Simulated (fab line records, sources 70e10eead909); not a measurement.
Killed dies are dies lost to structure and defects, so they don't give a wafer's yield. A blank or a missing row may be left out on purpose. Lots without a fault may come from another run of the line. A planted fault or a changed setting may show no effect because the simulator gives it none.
Which tool did it? | flow nand_harc | 7 lots, 21 wafers sampled, at 1 step of a route of 1302

WHAT THE GAUGES READ, wafer by wafer
NHARC_A_M1_INSPECT_27.
lot  | measured     | on                | raw_defect_count
L623 | day 23 15:22 | defect_inspect-02 | 582 527 872
L628 | day 25 09:38 | defect_inspect-02 | 661 613 511
L631 | day 26 13:29 | defect_inspect-01 | 725 756 551
L632 | day 27 18:23 | defect_inspect-02 | 594 587 650
L637 | day 29 23:58 | defect_inspect-02 | 618 726 646
L643 | day 31 15:53 | defect_inspect-02 | 436 390 432
L644 | day 32 08:56 | defect_inspect-01 | 925 779 758

WHICH TOOL RAN EACH LOT (tool, then ch and the chambers of the sampled wafers, then the start)
The record holds no process step before these readings.

THE ANSWER, worked out from the rows above alone
Rule: what is usual is taken from the lots themselves. Put in order of their means at a reading, lots are off if they are a third of the lots or fewer, leave a main group of 4 or more, and stand apart from it by a gap of 3 or more times the standard deviation of the main group's means; of several such gaps the widest counts. A main group whose means are all the same, to the digits that the tables above print for the reading, isn't used. A lot without any number at a reading at which 4 lots or more have one is off too. The other lots that the step has rows for count as sound.
No lot is off at any reading shown: from this, nothing can be told.

WHAT THE SIMULATOR HAD PUT IN
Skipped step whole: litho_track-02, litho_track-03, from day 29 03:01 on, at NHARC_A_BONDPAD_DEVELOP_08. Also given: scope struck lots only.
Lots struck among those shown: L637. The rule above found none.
